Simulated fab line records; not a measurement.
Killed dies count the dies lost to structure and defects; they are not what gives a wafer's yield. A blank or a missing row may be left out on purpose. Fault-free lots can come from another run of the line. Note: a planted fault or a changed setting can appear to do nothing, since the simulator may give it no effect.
One fault seen from 3 desks -- flow nand harc -- numbers are kept per desk, each desk with only its own; the story behind them comes last

## DESK OF THE TOOL OWNER: litho track-01
The tool's own readings at NHARC_A_CHANNEL_HOLE_D1_SOFTBAKE_05 (time 55 s): means of the sampled wafers that have a number, for each lot that ran on this tool. A lot is out of limits, marked OUT, if its mean lies more than 4 standard deviations from the usual mean; the brackets give that distance.
Columns: A = heater power total W at NHARC_A_CHANNEL_HOLE_D1_SOFTBAKE_05, usual 188.46 W; B = plate temp C at NHARC_A_CHANNEL_HOLE_D1_SOFTBAKE_05, usual 105.01 C; C = resist line temp C at NHARC_A_CHANNEL_HOLE_D1_SOFTBAKE_05, usual 23.01 C
lot,first seen here,A,B,C
L413,day 8 15:00,188.41,104.99,23.07
L415,day 9 12:00,188.50,105.02,22.88
L425,day 14 04:00,198.96 (+70) OUT,109.46 (+32) OUT,22.98
L426,day 14 14:00,199.08 (+71) OUT,109.38 (+31) OUT,22.95
L433,day 17 07:00,188.42,104.91,23.09
This desk's verdict: out of limits on L425, L426, starting with L425 at day 14 04:00 (heater power total W at NHARC_A_CHANNEL_HOLE_D1_SOFTBAKE_05). Within limits: L413, L415, L433.

## THE DEFECT DESK
Inspection counts along the route, by lot: the mean over sampled wafers that carry a number. A lot is out of limits, marked OUT, if its mean lies more than 4 standard deviations from the usual mean; the brackets give that distance.
Columns: A = raw defect count at NHARC_A_CHANNEL_HOLE_D1_INSPECT_12, usual 5.4
lot,first seen here,A
L413,day 8 15:59,4.0
L414,day 9 11:58,3.3
L415,day 9 13:22,3.3
L416,day 9 21:04,5.0
L418,day 10 15:33,4.7
L417,day 10 16:16,5.0
L419,day 11 10:46,8.0
L422,day 12 15:59,3.7
L425,day 14 05:16,6.3
L426,day 14 14:58,5.0
L431,day 16 04:09,7.0
L432,day 17 04:06,3.7
L433,day 17 08:01,6.3
L435,day 18 04:49,4.3
Finding of this desk: none of the 14 lots has anything out of limits.

## AT THE METROLOGY DESK
Lot by lot, what the gauges showed, no matter which tool ran the lot: averages of those sampled wafers that carry a number. A lot is out of limits, marked OUT, if its mean lies more than 4 standard deviations from the usual mean; the brackets give that distance.
Columns: A = thk nm at NHARC_A_ONON_D1_THK_MEAS_18, usual 1000 nm; B = overlay x nm at NHARC_A_CHANNEL_HOLE_D1_OVL_MEAS_11, usual -0.1 nm; C = overlay y nm at NHARC_A_CHANNEL_HOLE_D1_OVL_MEAS_11, usual 0.0 nm
lot,first seen here,A,B,C
L413,day 8 10:17,1007,-0.6,-0.5
L414,day 9 05:22,990,-1.9,1.6
L415,day 9 05:41,995,-0.1,0.8
L416,day 9 15:23,1003,0.6,-1.2
L417,day 10 09:53,984,-0.4,-0.7
L418,day 10 09:54,1010,-0.2,0.3
L419,day 11 02:40,1000,-0.5,-0.0
L422,day 12 10:14,1005,1.1,-0.4
L425,day 13 19:14,1004,1.2,-0.1
L426,day 14 07:34,1001,-0.3,-0.4
L431,day 15 21:16,1010,-0.9,0.4
L432,day 16 22:10,991,-0.5,0.4
L433,day 17 02:03,997,-0.4,-1.6
L435,day 17 23:16,999,-0.3,0.7
Finding of this desk: none of the 14 lots has anything out of limits.

## PUT TOGETHER
The tool owner's desk could have raised an alarm at day 14 04:00, on L425, L426.
Nothing out of limits was seen by the defect desk.
The metrology desk saw nothing out of limits.
The defect desk has L425, L426 on record, within its limits.
The metrology desk has L425, L426 on record, within its limits.
NHARC_A_CHANNEL_HOLE_D1_SOFTBAKE_05 was run on litho track-01 by each of the lots named.

## WHAT THE SIMULATOR HAD PUT IN
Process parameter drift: litho track-01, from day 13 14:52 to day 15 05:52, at NHARC_A_CHANNEL_HOLE_D1_SOFTBAKE_05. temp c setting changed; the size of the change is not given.
Lots struck among those shown: L425, L426.
Hours from the fault's start to each desk's first reading out of limits: the tool owner's desk, 13.
